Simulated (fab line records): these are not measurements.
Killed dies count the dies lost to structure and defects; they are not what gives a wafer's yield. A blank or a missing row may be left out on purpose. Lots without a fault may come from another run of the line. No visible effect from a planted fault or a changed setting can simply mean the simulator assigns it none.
Chamber matching / flow nandHarc / 4 sister chambers for NHARC_A_CHANNEL_FILL_D1_ETCHBACK_19 on rieSi-02
The step etches the open film in HBr/Cl2, target depth 5 nm, time 1.7 s. 8 wafers are shown with their chamber, then 7 later ones without.

WAFERS, EACH WITH ITS CHAMBER
wafer=L081.4; chamber=1; oesProductAu (a.u.)=1.012; throttleValvePct (%)=26.410
wafer=L085.3; chamber=2; oesProductAu (a.u.)=1.013; throttleValvePct (%)=26.392
wafer=L085.4; chamber=3; oesProductAu (a.u.)=1.010; throttleValvePct (%)=26.399
wafer=L087.3; chamber=0; oesProductAu (a.u.)=1.003; throttleValvePct (%)=26.402
wafer=L087.4; chamber=3; oesProductAu (a.u.)=1.001; throttleValvePct (%)=26.393
wafer=L087.5; chamber=0; oesProductAu (a.u.)=1.005; throttleValvePct (%)=26.402
wafer=L087.1; chamber=2; oesProductAu (a.u.)=1.012; throttleValvePct (%)=26.397
wafer=L087.2; chamber=1; oesProductAu (a.u.)=1.008; throttleValvePct (%)=26.410

WAFERS WITH NO CHAMBER GIVEN
wafer=L087.6; oesProductAu (a.u.)=1.010; throttleValvePct (%)=26.412
wafer=L089.2; oesProductAu (a.u.)=1.013; throttleValvePct (%)=26.415
wafer=L089.5; oesProductAu (a.u.)=1.007; throttleValvePct (%)=26.399
wafer=L089.6; oesProductAu (a.u.)=1.013; throttleValvePct (%)=26.394
wafer=L093.3; oesProductAu (a.u.)=1.026; throttleValvePct (%)=26.394
wafer=L093.4; oesProductAu (a.u.)=1.008; throttleValvePct (%)=26.423
wafer=L093.5; oesProductAu (a.u.)=1.027; throttleValvePct (%)=26.400

WHICH CHAMBER EACH WENT THROUGH
wafer=L087.6; from the rows above=1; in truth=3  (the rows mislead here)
wafer=L089.2; from the rows above=1; in truth=1
wafer=L089.5; from the rows above=can't be placed: 3 or 0 or 2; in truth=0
wafer=L089.6; from the rows above=can't be placed: 2 or 3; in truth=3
wafer=L093.3; from the rows above=2; in truth=2
wafer=L093.4; from the rows above=1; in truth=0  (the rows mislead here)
wafer=L093.5; from the rows above=can't be placed: 2 or 1 or 3 or 0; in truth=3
Placed correctly: 2 of 7. Can't be placed from these rows: 3 (the true chamber is among the candidates in 3). 2 placed wrongly.
How it was worked out, from the rows above alone: a wafer's distance from a chamber is the root of the sum, over the readings, of the square of ((its reading less the chamber's mean) divided by the reading's scatter). The wafer belongs to the nearest chamber; if the next one is less than 2 further off, it can't be placed. For every chamber, the mean is computed from those of its wafers that are shown. The scatter: take each reading less its chamber's mean, square it, sum over the shown wafers, divide by the number of wafers less the number of chambers, and take the root.
